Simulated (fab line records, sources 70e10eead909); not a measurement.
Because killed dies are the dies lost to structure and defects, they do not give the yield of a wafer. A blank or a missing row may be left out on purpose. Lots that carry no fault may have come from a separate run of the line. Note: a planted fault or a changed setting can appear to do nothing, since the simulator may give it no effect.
fab line records | flow nand_harc
record: lots: 5 | wafers: 15 | last_day: 32
route steps=1302 shown A_M1@1179 A_BONDPAD@1202 END@1302
lots that met no fault: from a run of the same line without faults
start_h: start of the lot's first displayed wafer, in hours after the record's first day | wait_h: how many hours have passed since the lot's step before this one | " unchanged from the row above | L1.1+2: one row covering several wafers at once | - no value, or no start given | * or withheld: withheld | < > ~ a bound
route shown NAME@n: NAME is a module with steps in the file, n the number in the route of the first one | usual: average and standard deviation across the fault-free wafers | same: alike in all rows | chamber/n: place in a boat | sites: the reading at each site | _std_site: how widely they spread, as a standard deviation | _edge_site: mean of outer sites minus mean of inner sites | radius_mm: for every site, how far away it sits from the centre of the wafer | mask NAME#n: copy n | behind: tool/chamber where the wafer was last shaped | hold: reason for holding the lot/hours on hold/outcome of the hold | device: the n, p or np transistor that did not switch | end of line: the route-end tests of the same wafers | a step given without rows: its recipe and nothing more | killed: dies lost to structure and defects at the first sort, not the wafer's yield | map: per-die view of a wafer (x killed, . not killed, _ where there is no die)
set.NAME: setting as actually run; set.NAME@STEP: the setting as run at that earlier step | model.NAME: the simulator's own value behind a step, which no gauge read
lots at selected steps of the route; one table per step, one row per wafer
services: the hour from which a tool's chamber was out of use, counted from the record's first day as start_h (under 0 if before that day), plus the number of hours and why
== steps ==
step: NHARC_A_M1_CD_MEAS_09
recipe: target_cd_nm: 120 | landing_energy_ev: 500
usual: cd_nm: 120.3/0.74
lot.wafer | tool      | chamber | start_h | wait_h | cd_nm
L765.1    | cd_sem-02 | 0       | 548.49  | -      | 120.3
L765.2    | "         | 0       | "       | "      | 120.4
L765.4    | "         | 0       | "       | "      | 120.6
L769.3    | cd_sem-02 | 0       | 587.02  | -      | 121.8
L769.4    | "         | 0       | "       | "      | 120.9
L769.6    | "         | 0       | "       | "      | 121.0
L777.3    | cd_sem-01 | 0       | 668.26  | -      | 121.3
L777.5    | "         | 0       | "       | "      | 120.7
L777.6    | "         | 0       | "       | "      | 120.9
L779.1    | cd_sem-03 | 0       | 683.17  | -      | 121.4
L779.5    | "         | 0       | "       | "      | 122.1
L779.6    | "         | 0       | "       | "      | 121.0
L782.3    | cd_sem-02 | 0       | 727.66  | -      | 119.9
L782.5    | "         | 0       | "       | "      | 120.7
L782.6    | "         | 0       | "       | "      | 120.3
step: NHARC_A_M1_OVL_MEAS_10
recipe: pitch_nm: 240
usual: overlay_x_nm: 0.3/0.91 | overlay_y_nm: 0.0/0.89
lot.wafer | tool       | chamber | start_h | wait_h | overlay_x_nm | overlay_y_nm
L765.1    | overlay-01 | -       | 548.57  | -      | 0.7          | 0.9
L765.2    | "          | -       | "       | "      | 1.0          | 1.4
L765.4    | "          | -       | "       | "      | 0.9          | 1.1
L769.3    | overlay-02 | -       | 587.10  | -      | 1.4          | -0.8
L769.4    | "          | -       | "       | "      | 0.9          | -0.8
L769.6    | "          | -       | "       | "      | 1.2          | -0.8
L777.3    | overlay-02 | -       | 668.34  | -      | 1.4          | 0.6
L777.5    | "          | -       | "       | "      | 1.6          | 1.2
L777.6    | "          | -       | "       | "      | 1.4          | 1.0
L779.1    | overlay-01 | -       | 683.26  | -      | -0.9         | 0.2
L779.5    | "          | -       | "       | "      | -0.8         | 0.5
L779.6    | "          | -       | "       | "      | 0.2          | 0.5
L782.3    | overlay-01 | -       | 727.74  | -      | -0.3         | 0.5
L782.5    | "          | -       | "       | "      | -0.3         | 0.4
L782.6    | "          | -       | "       | "      | -0.6         | 0.4
step: NHARC_A_M1_INSPECT_11
usual: raw_defect_count: 85/37
lot.wafer | tool              | chamber | start_h | wait_h | raw_defect_count
L765.1    | defect_inspect-02 | -       | 548.61  | 0.0    | 102
L765.2    | "                 | -       | "       | "      | 132
L765.4    | "                 | -       | "       | "      | 113
L769.3    | defect_inspect-01 | -       | 587.14  | 0.0    | 69
L769.4    | "                 | -       | "       | "      | 92
L769.6    | "                 | -       | "       | "      | 112
L777.3    | defect_inspect-02 | -       | 668.38  | 0.0    | 96
L777.5    | "                 | -       | "       | "      | 102
L777.6    | "                 | -       | "       | "      | 111
L779.1    | defect_inspect-01 | -       | 683.30  | 0.0    | 148
L779.5    | "                 | -       | "       | "      | 153
L779.6    | "                 | -       | "       | "      | 139
L782.3    | defect_inspect-01 | -       | 727.78  | 0.0    | 108
L782.5    | "                 | -       | "       | "      | 107
L782.6    | "                 | -       | "       | "      | 115
step: NHARC_A_M1_DESCUM_14
recipe: time_s: 3 | o2_flow_sccm: 200 | ar_flow_sccm: 0 | bias_power_w: 0 | chemistry: O2
usual: drypump_motor_current_A: 5.6/0.39 | oes_product_au: 0.998/0.013 | rf_vpp_V: 57.9/0.9 | showerhead_plenum_p_Torr: 1.94/0.087 | throttle_valve_pct: 11.311/0.0086
same: bias_power_w: 0
lot.wafer | tool        | chamber | start_h | wait_h | drypump_motor_current_A | oes_product_au | rf_hours_counter_h | rf_vpp_V | showerhead_plenum_p_Torr | throttle_valve_pct
L765.2    | rie_diel-01 | 2       | 548.67  | 0.1    | 5.7                     | 1.004          | 8.3                | 58.7     | 1.89                     | 11.308
L765.4    | "           | 3       | "       | "      | 5.1                     | 1.000          | 8.8                | 57.4     | 1.78                     | 11.309
L765.1    | "           | 0       | "       | "      | 5.8                     | 1.008          | 9.2                | 59.5     | 2.04                     | 11.310
L769.4    | rie_diel-01 | 2       | 587.21  | 0.1    | 5.7                     | 0.975          | 1.2                | 57.4     | 1.89                     | 11.294
L769.3    | "           | 0       | "       | "      | 5.8                     | 1.010          | 1.3                | 58.5     | 2.04                     | 11.322
L769.6    | "           | 2       | "       | "      | 5.7                     | 0.987          | -                  | 56.3     | 1.89                     | 11.296
L777.3    | rie_diel-10 | 3       | 668.46  | 0.1    | 5.3                     | 0.994          | 2.0                | 58.7     | 2.05                     | 11.301
L777.5    | "           | 0       | "       | "      | 5.1                     | 1.021          | -                  | 57.8     | 2.00                     | 11.315
L777.6    | "           | 1       | "       | "      | 5.8                     | 1.015          | -                  | 57.8     | 2.03                     | 11.316
L779.1    | rie_diel-04 | 0       | 683.37  | 0.1    | 5.9                     | 1.010          | 8.0                | 56.3     | 1.78                     | 11.298
L779.5    | "           | 3       | "       | "      | 4.9                     | 0.984          | -                  | 56.3     | 1.92                     | 11.318
L779.6    | "           | 0       | "       | "      | 5.9                     | 1.001          | -                  | 58.6     | 1.79                     | 11.311
L782.3    | rie_diel-04 | 2       | 727.85  | 0.1    | 6.2                     | 0.998          | 0.4                | 57.5     | 1.97                     | 11.300
L782.6    | "           | 0       | "       | "      | 5.9                     | 1.005          | -                  | 57.7     | 1.78                     | 11.324
L782.5    | "           | 1       | "       | "      | 5.2                     | 1.009          | -                  | 57.2     | 2.02                     | 11.295
step: NHARC_A_M1_ETCH_35
recipe: target_depth_a: 400 | overetch_a: 120 | time_s: 43.94 | ion_energy_ev: 200 | n2_flow_sccm: 150 | h2_flow_sccm: 150 | ar_flow_sccm: 0 | rf_w: 400 | bias_w: 150 | chemistry: N2/H2
step: NHARC_A_M1_ETCH_15
recipe: target_depth_a: 1825 | time_s: 91.2 | c4f8_flow_sccm: withheld | ar_flow_sccm: 400 | rf_w: 600 | bias_w: 300 | chemistry: C4F8/Ar
step: NHARC_A_M1_CD_MEAS_16
usual: cd_nm: 120.2/0.94
lot.wafer | tool      | chamber | start_h | wait_h | cd_nm
L765.1    | cd_sem-03 | -       | 548.98  | -      | 119.8
L765.2    | "         | -       | "       | "      | 120.8
L765.4    | "         | -       | "       | "      | 119.2
L769.3    | cd_sem-03 | -       | 587.51  | -      | 122.1
L769.4    | "         | -       | "       | "      | 122.4
L769.6    | "         | -       | "       | "      | 121.6
L777.3    | cd_sem-03 | -       | 668.75  | -      | 120.7
L777.5    | "         | -       | "       | "      | 120.9
L777.6    | "         | -       | "       | "      | 121.3
L779.1    | cd_sem-02 | -       | 683.66  | -      | 121.6
L779.5    | "         | -       | "       | "      | 122.2
L779.6    | "         | -       | "       | "      | 121.7
L782.3    | cd_sem-02 | -       | 728.15  | -      | 119.9
L782.5    | "         | -       | "       | "      | 119.9
L782.6    | "         | -       | "       | "      | 119.5
step: NHARC_A_M1_STRIP_18
recipe: power_w: 1000 | n2_flow_sccm: 150 | h2_flow_sccm: 150 | ar_flow_sccm: 0 | bias_w: 0 | chemistry: N2/H2
usual: drypump_motor_current_A: 5.6/0.4 | oes_product_au: 0.997/0.012 | rf_vpp_V: 90.9/1.1 | showerhead_plenum_p_Torr: 2.08/0.095 | throttle_valve_pct: 14.171/0.0079
lot.wafer | tool        | chamber | start_h | wait_h | drypump_motor_current_A | oes_product_au | rf_hours_counter_h | rf_vpp_V | showerhead_plenum_p_Torr | throttle_valve_pct
L765.2    | rie_diel-04 | 2       | 549.05  | 0.1    | 6.2                     | 0.995          | 0.2                | 91.8     | 2.10                     | 14.164
L765.1    | "           | 3       | "       | "      | 4.9                     | 0.981          | 0.2                | 91.3     | 2.05                     | 14.167
L765.4    | "           | 2       | "       | "      | 6.2                     | 0.989          | -                  | 91.6     | 2.10                     | 14.176
L769.3    | rie_diel-10 | 0       | 587.58  | 0.1    | 5.1                     | 1.019          | 4.0                | 90.9     | 2.13                     | 14.161
L769.4    | "           | 3       | "       | "      | 5.3                     | 1.003          | 3.9                | 93.1     | 2.19                     | 14.172
L769.6    | "           | 1       | "       | "      | 5.8                     | 0.997          | -                  | 91.7     | 2.17                     | 14.169
L777.3    | rie_diel-01 | 1       | 668.84  | 0.1    | 5.6                     | 0.995          | 5.5                | 89.5     | 2.04                     | 14.172
L777.6    | "           | 0       | "       | "      | 5.8                     | 1.004          | -                  | 89.5     | 2.18                     | 14.161
L777.5    | "           | 1       | "       | "      | 5.6                     | 0.993          | -                  | 89.7     | 2.04                     | 14.167
L779.1    | rie_diel-10 | 3       | 683.77  | 0.1    | 5.4                     | 0.982          | 2.2                | 92.9     | 2.19                     | 14.164
L779.5    | "           | 3       | "       | "      | 5.4                     | 0.990          | -                  | 91.3     | 2.19                     | 14.170
L779.6    | "           | 1       | "       | "      | 5.8                     | 1.000          | -                  | 91.2     | 2.17                     | 14.165
L782.3    | rie_diel-01 | 2       | 728.29  | 0.1    | 5.7                     | 0.988          | 9.2                | 90.7     | 2.01                     | 14.181
L782.6    | "           | 3       | "       | "      | 5.1                     | 0.997          | -                  | 90.0     | 1.89                     | 14.159
L782.5    | "           | 0       | "       | "      | 5.8                     | 0.995          | -                  | 92.3     | 2.18                     | 14.163
step: NHARC_A_M1_ETCH_28
recipe: target_depth_a: 300 | over_etch_frac: 0.3 | time_s: 72.99 | ion_energy_ev: 150 | cf4_flow_sccm: 50 | n2_flow_sccm: 100 | ar_flow_sccm: 150 | rf_w: 300 | bias_w: 100 | chemistry: CF4/N2
step: NHARC_A_M1_STRIP_19
recipe: time_s: 600 | temp_c: 30 | chemistry: post_etch_residue_remover
step: NHARC_A_M1_DEGAS_29
recipe: temp_c: 250 | time_s: 60
step: NHARC_A_M1_PRE_CLEAN_30
recipe: time_s: 30 | temp_c: 280 | gas: H2/He
step: NHARC_A_M1_PVD_20
recipe: target_thk_a: 50 | bias_v: 168.6 | power_w: 15000 | chamber_pressure_pa: 0.12 | time_s: 8.06 | substrate_temp_c: 50 | material: TaN
usual: throttle_valve_pct: 30.1/0.77
lot.wafer | tool           | chamber | start_h | wait_h | throttle_valve_pct
L765.1    | pvd_sputter-03 | -       | 549.88  | -      | 29.2
L765.4    | "              | -       | "       | "      | 29.2
L765.2    | "              | -       | "       | "      | 30.9
L769.4    | pvd_sputter-02 | -       | 588.33  | -      | 29.8
L769.3    | "              | -       | "       | "      | 29.1
L769.6    | "              | -       | "       | "      | 30.0
L777.3    | pvd_sputter-03 | -       | 669.57  | -      | 29.2
L777.6    | "              | -       | "       | "      | 29.2
L777.5    | "              | -       | "       | "      | 30.8
L779.1    | pvd_sputter-02 | -       | 684.55  | -      | 29.4
L779.5    | "              | -       | "       | "      | 29.4
L779.6    | "              | -       | "       | "      | 30.2
L782.3    | pvd_sputter-03 | -       | 729.01  | -      | 29.6
L782.6    | "              | -       | "       | "      | 30.8
L782.5    | "              | -       | "       | "      | 30.7
step: NHARC_A_M1_PVD_21
recipe: target_thk_a: 300 | chamber_pressure_pa: 5 | power_w: 5000 | substrate_temp_c: 30 | time_s: 20.49 | material: Cu
usual: throttle_valve_pct: 30.0/0.77
lot.wafer | tool           | chamber | start_h | wait_h | throttle_valve_pct
L765.2    | pvd_sputter-03 | -       | -       | -      | 30.6
L765.1    | "              | -       | "       | "      | 31.0
L765.4    | "              | -       | "       | "      | 29.4
L769.3    | pvd_sputter-02 | -       | -       | -      | 30.0
L769.4    | "              | -       | "       | "      | 30.4
L769.6    | "              | -       | "       | "      | 30.2
L777.3    | pvd_sputter-03 | -       | -       | -      | 30.7
L777.5    | "              | -       | "       | "      | 30.9
L777.6    | "              | -       | "       | "      | 29.4
L779.1    | pvd_sputter-02 | -       | -       | -      | 30.0
L779.5    | "              | -       | "       | "      | 29.4
L779.6    | "              | -       | "       | "      | 30.2
L782.3    | pvd_sputter-03 | -       | -       | -      | 31.1
L782.5    | "              | -       | "       | "      | 30.9
L782.6    | "              | -       | "       | "      | 31.2
step: NHARC_A_M1_ECD_22
recipe: target_thk_a: 4000 | bath_temp_c: 25 | material: Cu
step: NHARC_A_M1_ANNEAL_31
recipe: temp_c: 225 | time_s: 90
step: NHARC_A_M1_CMP_23
recipe: t_overpolish_s: 20 | target_thk_nm: 154.34
step: NHARC_A_M1_THK_MEAS_24
recipe: thk_meas_gauge: xrf
usual: thk_nm: 154.4/1.3
lot.wafer | tool          | chamber | start_h | wait_h | thk_nm
L765.1    | film_metro-01 | -       | 551.15  | -      | 155.1
L765.2    | "             | -       | "       | "      | 154.3
L765.4    | "             | -       | "       | "      | 155.1
L769.3    | film_metro-02 | -       | 589.61  | -      | 153.3
L769.4    | "             | -       | "       | "      | 154.5
L769.6    | "             | -       | "       | "      | 153.7
L777.3    | film_metro-02 | -       | 670.86  | -      | 154.4
L777.5    | "             | -       | "       | "      | 154.2
L777.6    | "             | -       | "       | "      | 156.1
L779.1    | film_metro-01 | -       | 685.86  | -      | 155.2
L779.5    | "             | -       | "       | "      | 154.8
L779.6    | "             | -       | "       | "      | 154.7
L782.3    | film_metro-01 | -       | 730.28  | -      | 156.4
L782.5    | "             | -       | "       | "      | 156.5
L782.6    | "             | -       | "       | "      | 155.2
step: NHARC_A_M1_SRD_25
step: NHARC_A_M1_PRE_CLEAN_32
recipe: time_s: 12 | temp_c: 370 | rf_power_w: 300 | gas: NH3
usual: heater_power_w: 629/71
lot.wafer | tool     | chamber | start_h | wait_h | heater_power_w
L765.1    | pecvd-04 | 2       | 551.38  | 0.1    | 724
L765.2    | "        | 0       | "       | "      | 588
L765.4    | "        | 2       | "       | "      | 716
L769.3    | pecvd-03 | 0       | 589.86  | 0.1    | 661
L769.6    | "        | 1       | "       | "      | 653
L769.4    | "        | 0       | "       | "      | 667
L777.3    | pecvd-02 | 0       | 671.09  | 0.1    | 628
L777.5    | "        | 2       | "       | "      | 575
L777.6    | "        | 0       | "       | "      | 642
L779.1    | pecvd-03 | 1       | 686.10  | 0.1    | 761
L779.6    | "        | 0       | "       | "      | 581
L779.5    | "        | 2       | "       | "      | 676
L782.3    | pecvd-02 | 2       | 730.51  | 0.1    | 500
L782.5    | "        | 2       | "       | "      | 502
L782.6    | "        | 0       | "       | "      | 615
step: NHARC_A_M1_DEP_33
recipe: target_thk_a: 300 | temp_c: 370 | target_thk_nm: 30 | pressure_torr: 3 | flow_sccm: 200 | rf_w: 450 | material: SiCN
step: NHARC_A_BONDPAD_DEP_00
recipe: target_thk_a: 2500 | temp_c: 370 | target_thk_nm: 250 | pressure_torr: 3 | flow_sccm: 200 | rf_w: 450 | material: SiCN
step: NHARC_A_BONDPAD_CMP_29
recipe: target_thk_nm: 200 | material: SiCN
usual: motor_current_A: 11.9/1
lot.wafer | tool   | chamber | start_h | wait_h | motor_current_A
L765.2    | cmp-02 | 3       | 552.42  | -      | 12.8
L765.4    | "      | 1       | "       | "      | 13.4
L765.1    | "      | 2       | "       | "      | 11.2
L769.3    | cmp-04 | 2       | 590.87  | -      | 12.2
L769.4    | "      | 0       | "       | "      | 12.1
L769.6    | "      | 3       | "       | "      | 11.4
L777.3    | cmp-04 | 1       | 672.19  | -      | 12.9
L777.6    | "      | 2       | "       | "      | 12.0
L777.5    | "      | 3       | "       | "      | 11.8
L779.1    | cmp-02 | 1       | 687.15  | -      | 13.4
L779.5    | "      | 0       | "       | "      | 11.0
L779.6    | "      | 1       | "       | "      | 13.2
L782.3    | cmp-04 | 2       | 731.58  | -      | 11.9
L782.6    | "      | 1       | "       | "      | 13.1
L782.5    | "      | 2       | "       | "      | 12.0
step: NHARC_A_BONDPAD_THK_MEAS_30
recipe: thk_meas_gauge: ellipsometry
usual: thk_nm: 200.0/1.5
lot.wafer | tool          | chamber | start_h | wait_h | thk_nm
L765.1    | film_metro-02 | -       | 552.67  | 0.2    | 197.8
L765.2    | "             | -       | "       | "      | 200.3
L765.4    | "             | -       | "       | "      | 198.6
L769.3    | film_metro-02 | -       | 591.12  | 0.2    | 200.8
L769.4    | "             | -       | "       | "      | 199.2
L769.6    | "             | -       | "       | "      | 198.8
L777.3    | film_metro-01 | -       | 672.36  | 0.2    | 200.4
L777.5    | "             | -       | "       | "      | 201.0
L777.6    | "             | -       | "       | "      | 203.3
L779.1    | film_metro-01 | -       | 687.38  | 0.2    | 199.5
L779.5    | "             | -       | "       | "      | 201.3
L779.6    | "             | -       | "       | "      | 200.4
L782.3    | film_metro-01 | -       | 731.81  | 0.2    | 203.4
L782.5    | "             | -       | "       | "      | 203.4
L782.6    | "             | -       | "       | "      | 200.0
step: NHARC_A_BONDPAD_SRD_31
step: NHARC_A_BONDPAD_DEHYDRATE_01
recipe: temp_c: 150 | time_s: 120
step: NHARC_A_BONDPAD_HMDS_02
recipe: time_s: 30
step: NHARC_A_BONDPAD_COAT_33
recipe: temp_c: 200 | time_s: 65
step: NHARC_A_BONDPAD_COAT_03
recipe: spin_rpm: 2000 | resist_thk_nm: 600
step: NHARC_A_BONDPAD_SOFTBAKE_04
recipe: temp_c: 125 | time_s: 70
step: NHARC_A_BONDPAD_EBR_05
step: NHARC_A_BONDPAD_EXPOSE_06
recipe: na: 0.55 | dose_mj: 36.99 | mask_id: A_BPAD
step: NHARC_A_BONDPAD_PEB_07
recipe: peb_temp_c: 128 | peb_time_s: 80
step: NHARC_A_BONDPAD_DEVELOP_08
recipe: time_s: 50 | dev_temp_c: 22
step: NHARC_A_BONDPAD_CD_MEAS_09
recipe: target_cd_nm: 500 | landing_energy_ev: 500
usual: cd_nm: 500.2/1.7
lot.wafer | tool      | chamber | start_h | wait_h | cd_nm
L765.1    | cd_sem-03 | 0       | 553.24  | -      | 500.9
L765.2    | "         | 0       | "       | "      | 497.2
L765.4    | "         | 0       | "       | "      | 499.0
L769.3    | cd_sem-01 | 0       | 591.69  | -      | 498.6
L769.4    | "         | 0       | "       | "      | 496.6
L769.6    | "         | 0       | "       | "      | 501.3
L777.3    | cd_sem-03 | 0       | 672.93  | -      | 499.0
L777.5    | "         | 0       | "       | "      | 499.3
L777.6    | "         | 0       | "       | "      | 502.0
L779.1    | cd_sem-02 | 0       | 687.82  | -      | 499.5
L779.5    | "         | 0       | "       | "      | 496.2
L779.6    | "         | 0       | "       | "      | 500.3
L782.3    | cd_sem-01 | 0       | 732.25  | -      | 502.3
L782.5    | "         | 0       | "       | "      | 500.8
L782.6    | "         | 0       | "       | "      | 503.0
step: NHARC_A_BONDPAD_OVL_MEAS_35
usual: overlay_x_nm: 1/4.2 | overlay_y_nm: 1/7
lot.wafer | tool       | chamber | start_h | wait_h | overlay_x_nm | overlay_y_nm
L765.1    | overlay-01 | -       | 553.33  | -      | 6            | 8
L765.2    | "          | -       | "       | "      | 7            | 7
L765.4    | "          | -       | "       | "      | 6            | 8
L769.3    | overlay-02 | -       | 591.77  | -      | -1           | -12
L769.4    | "          | -       | "       | "      | -1           | -12
L769.6    | "          | -       | "       | "      | -2           | -12
L777.3    | overlay-02 | -       | 673.01  | -      | 0            | 1
L777.5    | "          | -       | "       | "      | 0            | 1
L777.6    | "          | -       | "       | "      | 0            | 0
L779.1    | overlay-02 | -       | 687.90  | -      | 5            | -10
L779.5    | "          | -       | "       | "      | 5            | -9
L779.6    | "          | -       | "       | "      | 6            | -9
L782.3    | overlay-01 | -       | 732.33  | -      | -3           | 12
L782.5    | "          | -       | "       | "      | -3           | 13
L782.6    | "          | -       | "       | "      | -3           | 12
step: NHARC_A_BONDPAD_HARDBAKE_10
recipe: temp_c: 118 | time_s: 65
step: NHARC_A_BONDPAD_DESCUM_11
recipe: time_s: 3 | o2_flow_sccm: 200 | ar_flow_sccm: 0 | bias_power_w: 0 | chemistry: O2
step: NHARC_A_BONDPAD_ETCH_34
recipe: target_depth_a: 600 | overetch_a: 180 | time_s: 65.91 | ion_energy_ev: 200 | n2_flow_sccm: 150 | h2_flow_sccm: 150 | ar_flow_sccm: 0 | rf_w: 400 | bias_w: 150 | chemistry: N2/H2
step: NHARC_A_BONDPAD_ETCH_12
recipe: target_depth_a: 2200 | time_s: 110 | chf3_flow_sccm: 50 | o2_flow_sccm: 10 | ar_flow_sccm: 200 | rf_w: 500 | bias_w: 200 | chemistry: CHF3/O2
step: NHARC_END_SORT_01
recipe: temp_c: 25
usual: defect_limited_yield: 90.7/2.9 | killed_at_array: 58/20 | killed_at_other: 1.0/1.2 | killed_at_periphery: 4.1/3 | killed_dies: 63/20 | killed_open: 3.2/1.7 | killed_short: 2.5/1.5
same: gross_dies: 677
lot.wafer | tool      | chamber | start_h | wait_h | defect_limited_yield[%] | killed_at_array | killed_at_other | killed_at_periphery | killed_dies | killed_open | killed_short
L769.3    | prober-02 | 0       | 623.15  | 3.1    | 93.8                    | 39              | 2               | 1                   | 42          | 2           | 1
L769.4    | prober-02 | 0       | 623.94  | 3.4    | 89.4                    | 69              | 1               | 2                   | 72          | 7           | 1
L769.6    | prober-02 | 0       | 625.52  | 4.0    | 88.5                    | 76              | 2               | 0                   | 78          | 3           | 5
L777.3    | prober-02 | 0       | 702.33  | 3.1    | 80.1                    | 125             | 0               | 10                  | 135         | 1           | 3
L777.5    | prober-02 | 0       | 703.97  | 3.8    | 74.2                    | 165             | 0               | 10                  | 175         | 2           | 4
L777.6    | prober-02 | 0       | 704.79  | 4.1    | 82.0                    | 117             | 0               | 5                   | 122         | 1           | 2
killed by level:class
L769.3 A_CHANNEL_HOLE_D1:chamber_film_flake=16 A_CHANNEL_HOLE_D2:chamber_film_flake=11 A_CHANNEL_FILL_D1:chamber_film_flake=2 A_SLIT:chamber_film_flake=2 A_CONTACT:chamber_film_flake=2 A_M0:chamber_film_flake=2 THIN_TSV:chamber_film_flake=2 P_GATE:geometric_particle:open=1
L769.4 A_CHANNEL_HOLE_D1:chamber_film_flake=29 A_CHANNEL_HOLE_D2:chamber_film_flake=20 A_M0:chamber_film_flake=5 A_STAIRCASE:chamber_film_flake=3 A_CHANNEL_FILL_D1:geometric_particle:open=2 A_CONTACT:chamber_film_flake=2 P_GATE:geometric_particle:open=1 P_M1:geometric_particle:open=1
L769.6 A_CHANNEL_HOLE_D1:chamber_film_flake=36 A_CHANNEL_HOLE_D2:chamber_film_flake=16 A_CONTACT:chamber_film_flake=4 A_WL_FILL:chamber_film_flake=3 A_M0:chamber_film_flake=3 A_CHANNEL_FILL_D2:geometric_particle:short=2 A_CHANNEL_FILL_D1:chamber_film_flake=2 A_CHANNEL_FILL_D1:geometric_particle:short=1
L777.3 A_M1:unspecified=58 A_CHANNEL_HOLE_D1:chamber_film_flake=25 A_CHANNEL_HOLE_D2:chamber_film_flake=24 P_M2:chamber_film_flake=7 A_CONTACT:chamber_film_flake=6 A_CHANNEL_FILL_D1:chamber_film_flake=4 A_SOURCE_PLATE:geometric_particle:short=1 A_DECK1_JOINT:geometric_particle:short=1
L777.5 A_M1:unspecified=102 A_CHANNEL_HOLE_D1:chamber_film_flake=25 A_CHANNEL_HOLE_D2:chamber_film_flake=25 P_M2:chamber_film_flake=7 A_CONTACT:chamber_film_flake=5 A_SLIT:chamber_film_flake=3 P_STI:geometric_particle:short=1 P_M0:geometric_particle:short=1
L777.6 A_M1:unspecified=59 A_CHANNEL_HOLE_D2:chamber_film_flake=23 A_CHANNEL_HOLE_D1:chamber_film_flake=20 A_CONTACT:chamber_film_flake=9 A_CHANNEL_FILL_D1:chamber_film_flake=3 P_M2:chamber_film_flake=2 P_M1:geometric_particle:short=1 A_ONON_D2:geometric_particle:open=1
map L777.5 (x killed, . not)
____________.____________
_________.x....._________
_______..........._______
______....x........______
_____..............._____
____.................____
____.................____
___...x.xx............___
___.........xx........___
__.......xxx...........__
__........xxxx.........__
_.......xxxxxxxx......x._
_..x....xxxxxxxxx...x..._
_..xx...xxxxxxxxx......._
_.......xxxxxxxxx.....x._
_..x...xxxxxxxxxx.....x._
xx......xxxxxxxxx........
xxxxx...xxxxxxxxx.x......
.xxxxx..xxxxxxxxxx.......
..xxx...xxxxxxxxxxxxx....
.xxx......xxxx..x.xx.....
_xxx......xxxx.x.x.x...._
_.xx.......xxxx..xxx...._
_x...............xxxx..._
_.x...............x.xx.._
_.........x.x...xxxx...._
__.....x...........x...__
__.................x...__
___x..................___
___...................___
____.................____
____.........x.......____
_____............x.._____
______.............______
_______......x...._______
_________......._________
____________.____________
map L765.2 (x killed, . not)
____________.____________
_________......._________
_______.....x....._______
______......xxx.x..______
_____..............._____
____.................____
____.................____
___......x.x..........___
___.....x..x.......x..___
__....................x__
__.....................__
_......x................_
_........x.............._
_....x.................._
_...................x..._
_................x......_
xxxx.....................
xxx.x....................
xxx......................
x.xxxx...................
xxx..................x...
_x.x................x..._
_xxx...........x.x.....x_
_.x.x..................._
_......................._
_...............x...x.x._
__...x................x__
__......x..............__
___.xxx...............___
___.xx.xx.............___
____.xxx.............____
____xxxx.............____
_____xxx............_____
______xxx..........______
_______xx........._______
_________......._________
____________.____________
== services ==
tool           | chamber | start_h | hours | kind
rie_diel-04    | 1       | 528.26  | 32.6  | repair
rie_diel-04    | -       | 532.42  | 9.0   | pm
pvd_sputter-03 | -       | 533.81  | 10.0  | pm
rie_diel-04    | 3       | 556.05  | 2.6   | repair
rie_diel-01    | -       | 557.97  | 9.0   | pm
pvd_sputter-03 | -       | 558.79  | 1.7   | repair
rie_diel-01    | 3       | 570.01  | 14.0  | repair
rie_diel-10    | -       | 586.59  | 0.7   | repair
rie_diel-10    | 1       | 594.11  | 4.1   | repair
rie_diel-10    | -       | 596.50  | 9.0   | pm
pvd_sputter-03 | -       | 599.04  | 1.9   | repair
cmp-04         | -       | 601.02  | 4.0   | pm
cmp-04         | -       | 631.18  | 0.5   | repair
pvd_sputter-02 | -       | 638.00  | 10.0  | pm
rie_diel-01    | 0       | 642.22  | 7.1   | repair
rie_diel-10    | -       | 643.93  | 4.7   | repair
pvd_sputter-03 | -       | 656.29  | 9.2   | repair
rie_diel-10    | 1       | 663.10  | 4.0   | repair
rie_diel-10    | 0       | 683.69  | 9.8   | repair
cmp-04         | -       | 699.02  | 4.0   | pm
rie_diel-04    | -       | 709.42  | 9.0   | pm
pvd_sputter-03 | -       | 711.81  | 10.0  | pm
pvd_sputter-02 | -       | 725.26  | 8.4   | repair
pvd_sputter-03 | -       | 731.03  | 3.7   | repair
== key ==
first_sign: step: NHARC_END_SORT_01 | reading: killed_dies | direction: up | sigmas: 4.1 | usual: 63 | struck: 144
effect: step: NHARC_END_SORT_01 | reading: defect_limited_yield | direction: down | sigmas: 4.1 | usual: 90.7 | struck: 78.7
more_kills_born_at: NHARC_A_M1_PVD_20@pvd_sputter-03: 219
met_at NHARC_A_M1_PVD_20
struck_wafers L777.3,L777.5,L777.6
onset_between 549.88 669.57
also_fits NHARC_A_M1_DESCUM_14:rie_diel-10
fault: kind: chamber_particle_source | tool: pvd_sputter-03 | chamber: - | onset_h: 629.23 | steps: NHARC_A_M1_PVD_20 | rate_per_visit_cm2: 1.5548 | end_h: 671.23
